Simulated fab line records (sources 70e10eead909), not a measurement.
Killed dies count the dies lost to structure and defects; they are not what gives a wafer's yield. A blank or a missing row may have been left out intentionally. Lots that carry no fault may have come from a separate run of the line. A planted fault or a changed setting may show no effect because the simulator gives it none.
Chamber matching || flow nand-harc || 3 sister chambers for NHARC_A_STAIRCASE_DEP_322 on pecvd-02
The step deposits SiO2, target thk 3800 nm. 3 wafers are shown with their chamber, then 10 later ones without.

## EACH WAFER AND ITS CHAMBER
{"wafer": "L086.2", "chamber": 0, "heater-power-w (W)": 641}
{"wafer": "L085.1", "chamber": 1, "heater-power-w (W)": 694}
{"wafer": "L085.3", "chamber": 2, "heater-power-w (W)": 970}

## WAFERS WITHOUT THEIR CHAMBER
{"wafer": "L085.6", "heater-power-w (W)": 834}
{"wafer": "L092.2", "heater-power-w (W)": 852}
{"wafer": "L092.3", "heater-power-w (W)": 689}
{"wafer": "L092.6", "heater-power-w (W)": 592}
{"wafer": "L093.2", "heater-power-w (W)": 659}
{"wafer": "L093.3", "heater-power-w (W)": 647}
{"wafer": "L093.4", "heater-power-w (W)": 603}
{"wafer": "L095.2", "heater-power-w (W)": 739}
{"wafer": "L095.5", "heater-power-w (W)": 841}
{"wafer": "L095.6", "heater-power-w (W)": 591}

## WHICH CHAMBER EACH ONE RAN IN
{"wafer": "L085.6", "from the rows above": "can't be placed: 2 or 1 or 0", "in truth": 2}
{"wafer": "L092.2", "from the rows above": "can't be placed: 2 or 1 or 0", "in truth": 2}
{"wafer": "L092.3", "from the rows above": "can't be placed: 1 or 0", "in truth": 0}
{"wafer": "L092.6", "from the rows above": "can't be placed: 0 or 1", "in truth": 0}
{"wafer": "L093.2", "from the rows above": "can't be placed: 0 or 1", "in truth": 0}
{"wafer": "L093.3", "from the rows above": "can't be placed: 0 or 1", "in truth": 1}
{"wafer": "L093.4", "from the rows above": "can't be placed: 0 or 1", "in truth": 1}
{"wafer": "L095.2", "from the rows above": "can't be placed: 1 or 0", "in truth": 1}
{"wafer": "L095.5", "from the rows above": "can't be placed: 2 or 1 or 0", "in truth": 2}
{"wafer": "L095.6", "from the rows above": "can't be placed: 0 or 1", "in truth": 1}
0 of 10 placed correctly. Cannot be placed on the basis of these rows: 10; the candidates contain the true chamber in 10. Placed wrongly: 0.
How it was worked out, from the rows above alone: a wafer's distance from a chamber is the root of the sum, over the readings, of the square of ((its reading less the chamber's mean) divided by the reading's scatter). The wafer belongs to the nearest chamber; if the next one is less than 2 further off, it can't be placed. Each chamber's mean is taken over the wafers shown for it. The scatter (one wafer shown for each chamber): square how far every hidden wafer sits from the nearest shown wafer, average those squares and take the square root.
